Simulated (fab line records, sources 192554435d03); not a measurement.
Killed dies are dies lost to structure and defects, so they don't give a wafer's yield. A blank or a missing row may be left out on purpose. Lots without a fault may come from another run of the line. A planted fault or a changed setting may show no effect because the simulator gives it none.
Which tool did it? | flow n5_finfet | 24 lots, 72 wafers sampled, at 5 steps of a route of 1938

WHAT THE GAUGES READ, wafer by wafer
N5_BEOL_M5_RS_MEAS_57: measures by four-point-probe.
lot  | measured     | on            | M5_RS (ohm/sq)
L074 | day 8 08:29  | film_metro-02 | 0.403 0.405 0.389
L075 | day 8 09:44  | film_metro-01 | 0.397 0.406 0.416
L076 | day 8 23:04  | film_metro-02 | 0.383 0.384 0.368
L077 | day 9 02:22  | film_metro-01 | 0.368 0.389 0.405
L078 | day 9 12:04  | film_metro-01 | 0.420 0.425 0.403
L080 | day 9 16:32  | film_metro-01 | 0.407 0.401 0.394
L079 | day 9 20:19  | film_metro-02 | 0.393 0.406 0.405
L081 | day 10 02:50 | film_metro-01 | 0.394 0.385 0.394
L082 | day 10 03:48 | film_metro-02 | 0.400 0.367 0.408
L083 | day 10 18:12 | film_metro-02 | 0.385 0.392 0.400
L084 | day 11 03:24 | film_metro-02 | 0.408 0.400 0.412
L086 | day 11 05:39 | film_metro-01 | 0.392 0.428 0.426
L085 | day 11 08:47 | film_metro-01 | 0.376 0.399 0.406
L087 | day 11 19:02 | film_metro-01 | 0.377 0.395 0.411
L088 | day 12 06:16 | film_metro-02 | 0.389 0.394 0.396
L089 | day 12 06:29 | film_metro-01 | 0.401 0.372 0.380
L090 | day 12 09:14 | film_metro-01 | 0.398 0.388 0.401
L091 | day 12 21:30 | film_metro-01 | 0.407 0.392 0.411
L092 | day 13 02:12 | film_metro-01 | 0.368 0.382 0.387
L093 | day 13 06:47 | film_metro-02 | 0.356 0.399 0.398
L094 | day 13 10:34 | film_metro-02 | 0.401 0.381 0.409
L095 | day 13 12:55 | film_metro-02 | 0.378 0.364 0.394
L096 | day 14 00:51 | film_metro-01 | 0.393 0.401 0.406
L097 | day 14 03:45 | film_metro-01 | 0.402 0.380 0.382

N5_BEOL_M6_INSPECT_30: inspects for defects (brightfield).
lot  | measured     | on                | raw_defect_count
L074 | day 8 13:24  | defect_inspect-02 | 448 340 488
L075 | day 8 13:22  | defect_inspect-01 | 475 354 422
L076 | day 9 02:38  | defect_inspect-01 | 425 523 345
L077 | day 9 05:44  | defect_inspect-02 | 521 596 494
L078 | day 9 15:26  | defect_inspect-02 | 341 435 390
L080 | day 9 20:26  | defect_inspect-01 | 358 458 465
L079 | day 10 01:07 | defect_inspect-02 | 474 484 494
L081 | day 10 06:13 | defect_inspect-01 | 346 316 402
L082 | day 10 06:40 | defect_inspect-01 | 477 356 499
L083 | day 10 23:23 | defect_inspect-01 | 552 538 708
L084 | day 11 08:50 | defect_inspect-01 | 537 385 577
L086 | day 11 08:40 | defect_inspect-02 | 368 467 507
L085 | day 11 12:35 | defect_inspect-02 | 382 342 327
L087 | day 11 22:37 | defect_inspect-02 | 351 341 344
L088 | day 12 11:40 | defect_inspect-02 | 360 673 349
L089 | day 12 11:43 | defect_inspect-02 | 369 387 501
L090 | day 12 11:48 | defect_inspect-01 | 403 301 446
L091 | day 13 01:50 | defect_inspect-01 | 438 437 497
L092 | day 13 05:49 | defect_inspect-02 | 362 490 321
L093 | day 13 11:00 | defect_inspect-02 | 483 447 474
L094 | day 13 15:13 | defect_inspect-02 | 447 421 520
L095 | day 13 17:59 | defect_inspect-01 | 432 369 418
L096 | day 14 04:21 | defect_inspect-02 | 590 581 484
L097 | day 14 08:28 | defect_inspect-02 | 444 405 424

N5_BEOL_M6_OCD_MEAS_38.
lot  | measured     | on     | trench_depth_nm (nm)
L074 | day 8 14:17  | ocd-01 | 94.7 95.6 93.4
L075 | day 8 13:54  | ocd-02 | 94.7 92.3 94.3
L076 | day 9 03:13  | ocd-01 | 94.2 93.9 92.1
L077 | day 9 06:26  | ocd-01 | 93.4 94.5 94.0
L078 | day 9 15:54  | ocd-02 | 93.2 93.5 92.5
L080 | day 9 20:54  | ocd-02 | 93.8 92.9 94.6
L079 | day 10 01:35 | ocd-01 | 95.0 92.5 94.9
L081 | day 10 06:40 | ocd-02 | 94.2 93.3 92.3
L082 | day 10 07:07 | ocd-02 | 97.7 93.1 92.9
L083 | day 11 00:08 | ocd-02 | 94.8 97.2 96.8
L084 | day 11 09:35 | ocd-01 | 93.6 92.8 95.1
L086 | day 11 09:28 | ocd-02 | 93.6 92.2 93.9
L085 | day 11 13:07 | ocd-01 | 93.3 95.5 95.2
L087 | day 11 23:05 | ocd-01 | 93.0 93.9 97.8
L088 | day 12 12:08 | ocd-02 | 94.7 94.9 93.6
L089 | day 12 12:17 | ocd-02 | 95.4 94.5 95.9
L090 | day 12 12:34 | ocd-01 | 95.9 92.9 92.7
L091 | day 13 02:19 | ocd-02 | 95.7 93.3 94.2
L092 | day 13 06:18 | ocd-01 | 94.9 93.5 93.7
L093 | day 13 11:28 | ocd-01 | 92.5 92.0 92.3
L094 | day 13 15:41 | ocd-01 | 91.7 93.5 96.2
L095 | day 13 18:27 | ocd-01 | 93.2 94.7 93.1
L096 | day 14 04:49 | ocd-01 | 93.5 91.2 94.4
L097 | day 14 09:06 | ocd-02 | 96.0 93.9 96.4

WHICH TOOL RAN EACH LOT (tool, then ch and the chambers of the sampled wafers, then the start)
lot  | N5_BEOL_M5_SPUTTER_48        | N5_BEOL_M5_ANNEAL_51
L074 | pvd_sputter-03, day 8 03:05  | rtp_anneal-02 ch 0, day 8 07:43
L075 | pvd_sputter-02, day 8 03:58  | rtp_anneal-02 ch 0, day 8 08:53
L076 | pvd_sputter-03, day 8 17:40  | rtp_anneal-01 ch 0, day 8 22:19
L077 | pvd_sputter-01, day 8 20:55  | rtp_anneal-02 ch 0, day 9 01:31
L078 | pvd_sputter-03, day 9 06:39  | rtp_anneal-01 ch 0, day 9 11:12
L080 | pvd_sputter-01, day 9 11:08  | rtp_anneal-02 ch 0, day 9 15:41
L079 | pvd_sputter-02, day 9 13:59  | rtp_anneal-02 ch 0, day 9 19:25
L081 | pvd_sputter-03, day 9 21:22  | rtp_anneal-02 ch 0, day 10 02:01
L082 | pvd_sputter-02, day 9 22:09  | rtp_anneal-02 ch 0, day 10 02:42
L083 | pvd_sputter-03, day 10 12:43 | rtp_anneal-01 ch 0, day 10 17:23
L084 | pvd_sputter-02, day 10 21:59 | rtp_anneal-01 ch 0, day 11 02:37
L086 | pvd_sputter-01, day 11 00:09 | rtp_anneal-01 ch 0, day 11 04:49
L085 | pvd_sputter-03, day 11 03:23 | rtp_anneal-02 ch 0, day 11 07:59
L087 | pvd_sputter-01, day 11 13:34 | rtp_anneal-01 ch 0, day 11 18:16
L088 | pvd_sputter-02, day 12 00:52 | rtp_anneal-02 ch 0, day 12 05:25
L089 | pvd_sputter-01, day 12 00:59 | rtp_anneal-01 ch 0, day 12 05:37
L090 | pvd_sputter-03, day 12 03:05 | rtp_anneal-02 ch 0, day 12 08:25
L091 | pvd_sputter-02, day 12 16:06 | rtp_anneal-02 ch 0, day 12 20:39
L092 | pvd_sputter-02, day 12 20:47 | rtp_anneal-02 ch 0, day 13 01:20
L093 | pvd_sputter-03, day 13 01:23 | rtp_anneal-01 ch 0, day 13 05:59
L094 | pvd_sputter-01, day 13 05:10 | rtp_anneal-01 ch 0, day 13 09:43
L095 | pvd_sputter-02, day 13 07:29 | rtp_anneal-02 ch 0, day 13 12:05
L096 | pvd_sputter-02, day 13 19:18 | rtp_anneal-02 ch 0, day 13 23:53
L097 | pvd_sputter-03, day 13 22:20 | rtp_anneal-01 ch 0, day 14 02:54
- N5_BEOL_M5_SPUTTER_48: material Cu, target thk 15 nm, time 27.62 s.
- N5_BEOL_M5_ANNEAL_51: time 90 s.

WHAT THE TOOLS THEMSELVES READ (means of the sampled wafers that have a number; where no wafer has one, the mark that the record gives instead)
N5_BEOL_M5_SPUTTER_48.
lot  | tool           | throttle_valve_pct (%)
L074 | pvd_sputter-03 | 30.0
L075 | pvd_sputter-02 | 29.1
L076 | pvd_sputter-03 | 31.4
L077 | pvd_sputter-01 | 29.7
L078 | pvd_sputter-03 | 30.2
L080 | pvd_sputter-01 | 29.9
L079 | pvd_sputter-02 | 29.0
L081 | pvd_sputter-03 | 30.2
L082 | pvd_sputter-02 | 28.6
L083 | pvd_sputter-03 | 30.7
L084 | pvd_sputter-02 | 28.9
L086 | pvd_sputter-01 | 29.3
L085 | pvd_sputter-03 | 31.3
L087 | pvd_sputter-01 | 29.8
L088 | pvd_sputter-02 | 29.5
L089 | pvd_sputter-01 | 29.8
L090 | pvd_sputter-03 | 31.6
L091 | pvd_sputter-02 | 28.6
L092 | pvd_sputter-02 | 28.3
L093 | pvd_sputter-03 | 30.0
L094 | pvd_sputter-01 | 30.0
L095 | pvd_sputter-02 | 28.4
L096 | pvd_sputter-02 | 30.1
L097 | pvd_sputter-03 | 30.9

N5_BEOL_M5_ANNEAL_51.
lot  | tool          | anneal_temp_c_max | wafer_temp_C_max
L074 | rtp_anneal-02 | 226.06            | 225.8
L075 | rtp_anneal-02 | 225.81            | 225.9
L076 | rtp_anneal-01 | 225.99            | 226.5
L077 | rtp_anneal-02 | 225.68            | 225.9
L078 | rtp_anneal-01 | 225.67            | 226.8
L080 | rtp_anneal-02 | 225.90            | 225.4
L079 | rtp_anneal-02 | 225.89            | 225.6
L081 | rtp_anneal-02 | 225.98            | 225.7
L082 | rtp_anneal-02 | 225.58            | 225.6
L083 | rtp_anneal-01 | 226.19            | 226.9
L084 | rtp_anneal-01 | 225.70            | 226.6
L086 | rtp_anneal-01 | 225.78            | 226.5
L085 | rtp_anneal-02 | 225.82            | 225.4
L087 | rtp_anneal-01 | 226.08            | 226.2
L088 | rtp_anneal-02 | 225.59            | 225.7
L089 | rtp_anneal-01 | 225.90            | 226.2
L090 | rtp_anneal-02 | 225.95            | 225.6
L091 | rtp_anneal-02 | 225.73            | 225.7
L092 | rtp_anneal-02 | 225.73            | 225.8
L093 | rtp_anneal-01 | 225.96            | 226.9
L094 | rtp_anneal-01 | 226.06            | 226.4
L095 | rtp_anneal-02 | 225.71            | 226.1
L096 | rtp_anneal-02 | 226.01            | 226.0
L097 | rtp_anneal-01 | 225.81            | 226.4

THE ANSWER, worked out from the rows above alone
Rule: what is usual is taken from the lots themselves. Put in order of their means at a reading, lots are off if they are a third of the lots or fewer, leave a main group of 4 or more, and stand apart from it by a gap of 3 or more times the standard deviation of the main group's means; of several such gaps the widest counts. A main group whose means are all the same, to the digits that the tables above print for the reading, isn't used. A lot without any number at a reading at which 4 lots or more have one is off too. The other lots that the step has rows for count as sound. The gauges are gone through in route order, then the tools' own readings, and for those a lot's mean is taken as printed above. The first step at which some lot is off is used, and at that step the reading that is off furthest; a lot without a number counts as furthest.
No lot is off at any reading shown: from this, nothing can be told.

WHAT THE SIMULATOR HAD PUT IN
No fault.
